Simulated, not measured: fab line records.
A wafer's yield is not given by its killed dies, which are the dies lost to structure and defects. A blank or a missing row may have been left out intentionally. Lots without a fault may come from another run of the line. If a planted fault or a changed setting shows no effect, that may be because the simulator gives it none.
The tool behind it: which one? / flow nand harc / 72 wafers from 24 lots sampled at 6 of the route's 1159 steps

## WHAT THE GAUGES READ, wafer by wafer
NHARC_P_M0_CD_MEAS_16. Usual: cd nm at 89.9 nm, with a standard deviation of 0.63.
lot=L075; measured=day 6 06:55; on=cd sem-02; cd nm (nm)=89.3 90.4 89.6; flag=
lot=L074; measured=day 6 07:34; on=cd sem-01; cd nm (nm)=90.0 89.3 88.8; flag=
lot=L076; measured=day 6 08:25; on=cd sem-01; cd nm (nm)=90.7 89.5 89.3; flag=
lot=L077; measured=day 6 14:52; on=cd sem-02; cd nm (nm)=90.6 90.3 91.1; flag=
lot=L078; measured=day 7 02:41; on=cd sem-03; cd nm (nm)=89.5 90.3 89.6; flag=
lot=L079; measured=day 7 08:16; on=cd sem-02; cd nm (nm)=90.8 89.9 90.5; flag=
lot=L080; measured=day 7 11:03; on=cd sem-01; cd nm (nm)=88.8 89.8 90.1; flag=
lot=L081; measured=day 7 13:38; on=cd sem-01; cd nm (nm)=91.5 91.1 90.6; flag=
lot=L082; measured=day 7 20:01; on=cd sem-02; cd nm (nm)=89.8 89.5 89.1; flag=
lot=L083; measured=day 8 08:41; on=cd sem-01; cd nm (nm)=89.6 88.9 89.6; flag=
lot=L084; measured=day 8 08:55; on=cd sem-03; cd nm (nm)=89.9 88.7 89.9; flag=
lot=L088; measured=day 9 02:57; on=cd sem-02; cd nm (nm)=89.2 89.6 89.6; flag=
lot=L087; measured=day 9 06:16; on=cd sem-02; cd nm (nm)=90.3 89.6 89.2; flag=
lot=L085; measured=day 9 06:44; on=cd sem-02; cd nm (nm)=89.6 89.5 89.8; flag=
lot=L086; measured=day 9 20:24; on=cd sem-01; cd nm (nm)=90.2 90.0 89.9; flag=
lot=L090; measured=day 9 21:35; on=cd sem-03; cd nm (nm)=88.9 89.7 89.0; flag=
lot=L089; measured=day 9 22:10; on=cd sem-03; cd nm (nm)=90.4 90.3 90.4; flag=
lot=L091; measured=day 10 06:08; on=cd sem-02; cd nm (nm)=90.6 89.6 89.9; flag=
lot=L094; measured=day 10 12:46; on=cd sem-03; cd nm (nm)=90.3 90.3 91.2; flag=
lot=L092; measured=day 10 13:22; on=cd sem-01; cd nm (nm)=90.8 90.7 91.1; flag=
lot=L093; measured=day 10 15:08; on=cd sem-01; cd nm (nm)=89.7 89.9 90.2; flag=
lot=L095; measured=day 11 04:38; on=cd sem-02; cd nm (nm)=89.0 89.6 90.1; flag=
lot=L097; measured=day 11 07:52; on=cd sem-03; cd nm (nm)=88.8 90.5 90.0; flag=
lot=L096; measured=day 11 12:45; on=cd sem-03; cd nm (nm)=90.4 90.3 89.9; flag=

NHARC_P_M2_INSPECT_11. Usual: raw defect count at 4, with a standard deviation of 3.1.
lot=L075; measured=day 6 15:11; on=defect inspect-02; raw defect count=3 5 4; flag=
lot=L074; measured=day 6 15:46; on=defect inspect-02; raw defect count=6 6 6; flag=
lot=L076; measured=day 6 16:24; on=defect inspect-01; raw defect count=4 2 6; flag=
lot=L077; measured=day 6 22:38; on=defect inspect-01; raw defect count=11 3 15; flag=
lot=L078; measured=day 7 10:50; on=defect inspect-02; raw defect count=6 7 3; flag=
lot=L079; measured=day 7 16:12; on=defect inspect-02; raw defect count=1 10 6; flag=
lot=L080; measured=day 7 19:07; on=defect inspect-02; raw defect count=3 9 7; flag=
lot=L081; measured=day 7 21:37; on=defect inspect-02; raw defect count=5 5 4; flag=
lot=L082; measured=day 8 04:05; on=defect inspect-01; raw defect count=8 4 8; flag=
lot=L083; measured=day 8 16:26; on=defect inspect-01; raw defect count=1 1 3; flag=
lot=L084; measured=day 8 16:58; on=defect inspect-02; raw defect count=5 5 2; flag=
lot=L088; measured=day 9 11:05; on=defect inspect-02; raw defect count=1 1 4; flag=
lot=L087; measured=day 9 14:13; on=defect inspect-01; raw defect count=7 1 6; flag=
lot=L085; measured=day 9 14:48; on=defect inspect-02; raw defect count=7 4 9; flag=
lot=L086; measured=day 10 04:19; on=defect inspect-02; raw defect count=2 0 1; flag=
lot=L090; measured=day 10 05:31; on=defect inspect-02; raw defect count=12 15 10; flag=
lot=L089; measured=day 10 06:19; on=defect inspect-02; raw defect count=1 9 5; flag=
lot=L091; measured=day 10 14:10; on=defect inspect-01; raw defect count=7 7 9; flag=
lot=L094; measured=day 10 20:50; on=defect inspect-01; raw defect count=2 4 2; flag=
lot=L092; measured=day 10 21:23; on=defect inspect-02; raw defect count=1 3 3; flag=
lot=L093; measured=day 10 23:01; on=defect inspect-02; raw defect count=4 3 2; flag=
lot=L095; measured=day 11 12:30; on=defect inspect-01; raw defect count=6 2 3; flag=
lot=L097; measured=day 11 15:31; on=defect inspect-01; raw defect count=5 5 3; flag=
lot=L096; measured=day 11 20:39; on=defect inspect-01; raw defect count=2 4 3; flag=

NHARC_P_BONDPAD_INSPECT_23. Usual: raw defect count at 338, with a standard deviation of 140.
lot=L075; measured=day 6 22:49; on=defect inspect-02; raw defect count=213 243 210; flag=
lot=L074; measured=day 6 23:14; on=defect inspect-02; raw defect count=264 348 298; flag=
lot=L076; measured=day 6 23:52; on=defect inspect-01; raw defect count=493 318 278; flag=
lot=L077; measured=day 7 05:57; on=defect inspect-01; raw defect count=343 303 398; flag=
lot=L078; measured=day 7 18:16; on=defect inspect-02; raw defect count=277 255 179; flag=
lot=L079; measured=day 7 23:49; on=defect inspect-01; raw defect count=300 300 252; flag=
lot=L080; measured=day 8 02:21; on=defect inspect-02; raw defect count=187 465 417; flag=
lot=L081; measured=day 8 05:26; on=defect inspect-01; raw defect count=301 201 409; flag=
lot=L082; measured=day 8 11:59; on=defect inspect-01; raw defect count=311 191 347; flag=
lot=L083; measured=day 8 23:46; on=defect inspect-01; raw defect count=329 380 737; flag=
lot=L084; measured=day 9 00:15; on=defect inspect-01; raw defect count=398 426 268; flag=
lot=L088; measured=day 9 18:31; on=defect inspect-01; raw defect count=289 312 255; flag=
lot=L087; measured=day 9 21:34; on=defect inspect-02; raw defect count=742 456 460; flag=
lot=L085; measured=day 9 23:25; on=defect inspect-02; raw defect count=345 196 228; flag=
lot=L086; measured=day 10 11:41; on=defect inspect-01; raw defect count=267 197 334; flag=
lot=L090; measured=day 10 12:47; on=defect inspect-01; raw defect count=286 477 414; flag=
lot=L089; measured=day 10 13:39; on=defect inspect-01; raw defect count=292 430 378; flag=
lot=L091; measured=day 10 21:29; on=defect inspect-01; raw defect count=162 370 344; flag=
lot=L094; measured=day 11 04:07; on=defect inspect-01; raw defect count=282 328 274; flag=
lot=L092; measured=day 11 05:10; on=defect inspect-01; raw defect count=182 308 258; flag=
lot=L093; measured=day 11 06:20; on=defect inspect-01; raw defect count=226 449 479; flag=
lot=L095; measured=day 11 19:44; on=defect inspect-01; raw defect count=167 174 184; flag=
lot=L097; measured=day 11 23:10; on=defect inspect-01; raw defect count=235 284 184; flag=
lot=L096; measured=day 12 03:55; on=defect inspect-01; raw defect count=447 391 325; flag=

## EACH LOT AND THE TOOL THAT RAN IT (in order: tool; ch and the chambers of the sampled wafers; start)
lot=L075; NHARC_P_M1_PVD_20=pvd sputter-03, day 6 13:41 or earlier; NHARC_P_M1_DEP_33=pecvd-02 ch 0,1,2, day 6 13:41; NHARC_P_BONDPAD_CMP_32=cmp-03 ch 0,2,3, day 6 18:59
lot=L074; NHARC_P_M1_PVD_20=pvd sputter-01, day 6 14:22 or earlier; NHARC_P_M1_DEP_33=pecvd-03 ch 1,2, day 6 14:22; NHARC_P_BONDPAD_CMP_32=cmp-01 ch 1,2,3, day 6 19:27
lot=L076; NHARC_P_M1_PVD_20=pvd sputter-03, day 6 15:01 or earlier; NHARC_P_M1_DEP_33=pecvd-02 ch 1,2, day 6 15:01; NHARC_P_BONDPAD_CMP_32=cmp-01 ch 0,1,3, day 6 20:03
lot=L077; NHARC_P_M1_PVD_20=pvd sputter-02, day 6 21:15 or earlier; NHARC_P_M1_DEP_33=pecvd-02 ch 0,1, day 6 21:15; NHARC_P_BONDPAD_CMP_32=cmp-01 ch 0,1,2, day 7 02:16
lot=L078; NHARC_P_M1_PVD_20=pvd sputter-02, day 7 09:28 or earlier; NHARC_P_M1_DEP_33=pecvd-04 ch 0,1,2, day 7 09:28; NHARC_P_BONDPAD_CMP_32=cmp-01 ch 0,2,3, day 7 14:38
lot=L079; NHARC_P_M1_PVD_20=pvd sputter-02, day 7 14:53 or earlier; NHARC_P_M1_DEP_33=pecvd-03 ch 0,1,2, day 7 14:53; NHARC_P_BONDPAD_CMP_32=cmp-03 ch 1,2,3, day 7 20:00
lot=L080; NHARC_P_M1_PVD_20=pvd sputter-02, day 7 17:45 or earlier; NHARC_P_M1_DEP_33=pecvd-04 ch 0,1, day 7 17:45; NHARC_P_BONDPAD_CMP_32=cmp-03 ch 0,3, day 7 22:46
lot=L081; NHARC_P_M1_PVD_20=pvd sputter-01, day 7 20:14 or earlier; NHARC_P_M1_DEP_33=pecvd-04 ch 0,2, day 7 20:14; NHARC_P_BONDPAD_CMP_32=cmp-03 ch 0,1,3, day 8 01:22
lot=L082; NHARC_P_M1_PVD_20=pvd sputter-01, day 8 02:42 or earlier; NHARC_P_M1_DEP_33=pecvd-04 ch 0,2, day 8 02:42; NHARC_P_BONDPAD_CMP_32=cmp-01 ch 1,3, day 8 08:02
lot=L083; NHARC_P_M1_PVD_20=pvd sputter-01, day 8 15:11 or earlier; NHARC_P_M1_DEP_33=pecvd-03 ch 0,2, day 8 15:11; NHARC_P_BONDPAD_CMP_32=cmp-03 ch 0,1,3, day 8 20:07
lot=L084; NHARC_P_M1_PVD_20=pvd sputter-03, day 8 15:35 or earlier; NHARC_P_M1_DEP_33=pecvd-04 ch 0,1,2, day 8 15:35; NHARC_P_BONDPAD_CMP_32=cmp-03 ch 0,2,3, day 8 20:39
lot=L088; NHARC_P_M1_PVD_20=pvd sputter-03, day 9 09:50 or earlier; NHARC_P_M1_DEP_33=pecvd-02 ch 0,1,2, day 9 09:50; NHARC_P_BONDPAD_CMP_32=cmp-02 ch 0,1,3, day 9 14:54
lot=L087; NHARC_P_M1_PVD_20=pvd sputter-01, day 9 12:50 or earlier; NHARC_P_M1_DEP_33=pecvd-02 ch 0,1,2, day 9 12:50; NHARC_P_BONDPAD_CMP_32=cmp-02 ch 1,3, day 9 17:52
lot=L085; NHARC_P_M1_PVD_20=pvd sputter-02, day 9 13:35 or earlier; NHARC_P_M1_DEP_33=pecvd-02 ch 1,2, day 9 13:35; NHARC_P_BONDPAD_CMP_32=cmp-01 ch 0,2, day 9 18:25
lot=L086; NHARC_P_M1_PVD_20=pvd sputter-01, day 10 03:02 or earlier; NHARC_P_M1_DEP_33=pecvd-02 ch 1,2, day 10 03:02; NHARC_P_BONDPAD_CMP_32=cmp-01 ch 1,2, day 10 07:56
lot=L090; NHARC_P_M1_PVD_20=pvd sputter-03, day 10 04:08 or earlier; NHARC_P_M1_DEP_33=pecvd-02 ch 0,1,2, day 10 04:08; NHARC_P_BONDPAD_CMP_32=cmp-01 ch 2,3, day 10 09:07
lot=L089; NHARC_P_M1_PVD_20=pvd sputter-01, day 10 05:05 or earlier; NHARC_P_M1_DEP_33=pecvd-03 ch 0,1,2, day 10 05:05; NHARC_P_BONDPAD_CMP_32=cmp-03 ch 0,1,2, day 10 10:04
lot=L091; NHARC_P_M1_PVD_20=pvd sputter-03, day 10 12:55 or earlier; NHARC_P_M1_DEP_33=pecvd-02 ch 0,2, day 10 12:55; NHARC_P_BONDPAD_CMP_32=cmp-03 ch 0,1,3, day 10 17:55
lot=L094; NHARC_P_M1_PVD_20=pvd sputter-02, day 10 19:28 or earlier; NHARC_P_M1_DEP_33=pecvd-03 ch 0,1, day 10 19:28; NHARC_P_BONDPAD_CMP_32=cmp-02 ch 0,1,2, day 11 00:30
lot=L092; NHARC_P_M1_PVD_20=pvd sputter-01, day 10 20:04 or earlier; NHARC_P_M1_DEP_33=pecvd-02 ch 0,1,2, day 10 20:04; NHARC_P_BONDPAD_CMP_32=cmp-01 ch 0,1,3, day 11 01:17
lot=L093; NHARC_P_M1_PVD_20=pvd sputter-03, day 10 21:41 or earlier; NHARC_P_M1_DEP_33=pecvd-03 ch 0,2, day 10 21:41; NHARC_P_BONDPAD_CMP_32=cmp-02 ch 1,2, day 11 02:44
lot=L095; NHARC_P_M1_PVD_20=pvd sputter-01, day 11 11:10 or earlier; NHARC_P_M1_DEP_33=pecvd-04 ch 0,1,2, day 11 11:10; NHARC_P_BONDPAD_CMP_32=cmp-01 ch 1,2, day 11 16:08
lot=L097; NHARC_P_M1_PVD_20=pvd sputter-02, day 11 14:16 or earlier; NHARC_P_M1_DEP_33=pecvd-04 ch 1,2, day 11 14:16; NHARC_P_BONDPAD_CMP_32=cmp-02 ch 1,2,3, day 11 19:25
lot=L096; NHARC_P_M1_PVD_20=pvd sputter-02, day 11 19:11 or earlier; NHARC_P_M1_DEP_33=pecvd-02 ch 1,2, day 11 19:11; NHARC_P_BONDPAD_CMP_32=cmp-02 ch 1,2,3, day 12 00:19
- NHARC_P_M1_PVD_20: deposits TaN, target thk 5 nm, time 8.06 s.
- NHARC_P_M1_DEP_33: deposits SiCN, target thk 30 nm.
- NHARC_P_BONDPAD_CMP_32: polishes SiCN, target thk 200 nm.

## WHAT THE TOOLS THEMSELVES READ (means of the sampled wafers that have a number; where no wafer has one, the mark that the record gives instead)
NHARC_P_M1_PVD_20. Usual: throttle valve pct at 30.3 %, with a standard deviation of 1.1.
lot=L075; tool=pvd sputter-03; throttle valve pct (%)=28.9; flag=
lot=L074; tool=pvd sputter-01; throttle valve pct (%)=31.3; flag=
lot=L076; tool=pvd sputter-03; throttle valve pct (%)=29.4; flag=
lot=L077; tool=pvd sputter-02; throttle valve pct (%)=30.4; flag=
lot=L078; tool=pvd sputter-02; throttle valve pct (%)=30.4; flag=
lot=L079; tool=pvd sputter-02; throttle valve pct (%)=30.3; flag=
lot=L080; tool=pvd sputter-02; throttle valve pct (%)=30.4; flag=
lot=L081; tool=pvd sputter-01; throttle valve pct (%)=31.3; flag=
lot=L082; tool=pvd sputter-01; throttle valve pct (%)=30.5; flag=
lot=L083; tool=pvd sputter-01; throttle valve pct (%)=31.0; flag=
lot=L084; tool=pvd sputter-03; throttle valve pct (%)=29.3; flag=
lot=L088; tool=pvd sputter-03; throttle valve pct (%)=29.8; flag=
lot=L087; tool=pvd sputter-01; throttle valve pct (%)=29.9; flag=
lot=L085; tool=pvd sputter-02; throttle valve pct (%)=30.4; flag=
lot=L086; tool=pvd sputter-01; throttle valve pct (%)=30.9; flag=
lot=L090; tool=pvd sputter-03; throttle valve pct (%)=29.9; flag=
lot=L089; tool=pvd sputter-01; throttle valve pct (%)=30.9; flag=
lot=L091; tool=pvd sputter-03; throttle valve pct (%)=29.0; flag=
lot=L094; tool=pvd sputter-02; throttle valve pct (%)=30.9; flag=
lot=L092; tool=pvd sputter-01; throttle valve pct (%)=30.8; flag=
lot=L093; tool=pvd sputter-03; throttle valve pct (%)=30.4; flag=
lot=L095; tool=pvd sputter-01; throttle valve pct (%)=31.7; flag=
lot=L097; tool=pvd sputter-02; throttle valve pct (%)=30.1; flag=
lot=L096; tool=pvd sputter-02; throttle valve pct (%)=30.1; flag=

NHARC_P_M1_DEP_33. Usual: heater power outer w 363 W, standard deviation 60; heater power w 610 W, standard deviation 75.
lot=L075; tool=pecvd-02; heater power outer w (W)=395; heater power w (W)=651; flag=
lot=L074; tool=pecvd-03; heater power outer w (W)=313; heater power w (W)=578; flag=
lot=L076; tool=pecvd-02; heater power outer w (W)=377; heater power w (W)=630; flag=
lot=L077; tool=pecvd-02; heater power outer w (W)=466; heater power w (W)=751; flag=
lot=L078; tool=pecvd-04; heater power outer w (W)=301; heater power w (W)=546; flag=
lot=L079; tool=pecvd-03; heater power outer w (W)=340; heater power w (W)=587; flag=
lot=L080; tool=pecvd-04; heater power outer w (W)=308; heater power w (W)=540; flag=
lot=L081; tool=pecvd-04; heater power outer w (W)=309; heater power w (W)=549; flag=
lot=L082; tool=pecvd-04; heater power outer w (W)=308; heater power w (W)=544; flag=
lot=L083; tool=pecvd-03; heater power outer w (W)=286; heater power w (W)=520; flag=
lot=L084; tool=pecvd-04; heater power outer w (W)=343; heater power w (W)=588; flag=
lot=L088; tool=pecvd-02; heater power outer w (W)=363; heater power w (W)=593; flag=
lot=L087; tool=pecvd-02; heater power outer w (W)=359; heater power w (W)=601; flag=
lot=L085; tool=pecvd-02; heater power outer w (W)=336; heater power w (W)=581; flag=
lot=L086; tool=pecvd-02; heater power outer w (W)=383; heater power w (W)=624; flag=
lot=L090; tool=pecvd-02; heater power outer w (W)=378; heater power w (W)=618; flag=
lot=L089; tool=pecvd-03; heater power outer w (W)=371; heater power w (W)=614; flag=
lot=L091; tool=pecvd-02; heater power outer w (W)=395; heater power w (W)=629; flag=
lot=L094; tool=pecvd-03; heater power outer w (W)=397; heater power w (W)=644; flag=
lot=L092; tool=pecvd-02; heater power outer w (W)=407; heater power w (W)=635; flag=
lot=L093; tool=pecvd-03; heater power outer w (W)=343; heater power w (W)=578; flag=
lot=L095; tool=pecvd-04; heater power outer w (W)=338; heater power w (W)=582; flag=
lot=L097; tool=pecvd-04; heater power outer w (W)=333; heater power w (W)=577; flag=
lot=L096; tool=pecvd-02; heater power outer w (W)=398; heater power w (W)=641; flag=

NHARC_P_BONDPAD_CMP_32. Usual: motor current A at 12.1 A, with a standard deviation of 0.75.
lot=L075; tool=cmp-03; motor current A (A)=12.5; flag=
lot=L074; tool=cmp-01; motor current A (A)=11.9; flag=
lot=L076; tool=cmp-01; motor current A (A)=11.7; flag=
lot=L077; tool=cmp-01; motor current A (A)=12.1; flag=
lot=L078; tool=cmp-01; motor current A (A)=12.0; flag=
lot=L079; tool=cmp-03; motor current A (A)=11.8; flag=
lot=L080; tool=cmp-03; motor current A (A)=12.6; flag=
lot=L081; tool=cmp-03; motor current A (A)=12.3; flag=
lot=L082; tool=cmp-01; motor current A (A)=12.2; flag=
lot=L083; tool=cmp-03; motor current A (A)=12.6; flag=
lot=L084; tool=cmp-03; motor current A (A)=12.4; flag=
lot=L088; tool=cmp-02; motor current A (A)=12.5; flag=
lot=L087; tool=cmp-02; motor current A (A)=11.6; flag=
lot=L085; tool=cmp-01; motor current A (A)=12.0; flag=
lot=L086; tool=cmp-01; motor current A (A)=12.2; flag=
lot=L090; tool=cmp-01; motor current A (A)=12.4; flag=
lot=L089; tool=cmp-03; motor current A (A)=12.3; flag=
lot=L091; tool=cmp-03; motor current A (A)=12.6; flag=
lot=L094; tool=cmp-02; motor current A (A)=12.2; flag=
lot=L092; tool=cmp-01; motor current A (A)=11.7; flag=
lot=L093; tool=cmp-02; motor current A (A)=12.0; flag=
lot=L095; tool=cmp-01; motor current A (A)=12.1; flag=
lot=L097; tool=cmp-02; motor current A (A)=11.8; flag=
lot=L096; tool=cmp-02; motor current A (A)=11.3; flag=

## THE ANSWER, worked out from the rows above alone
Rule: lot off if the mean of its wafers having a number is beyond 3 standard deviations from the usual mean. A lot without any number at a reading at which 4 lots or more have one is off too. All remaining lots with rows at the step are treated as sound. First the gauges in route order, then the tools' own readings, where a lot's mean is used as printed above. At the first step where some lot is off, the reading lying furthest off is the one used; lots without a number count as furthest.
No lot is off on any of the readings shown, so nothing can be concluded from this.

## WHAT THE SIMULATOR HAD INSERTED
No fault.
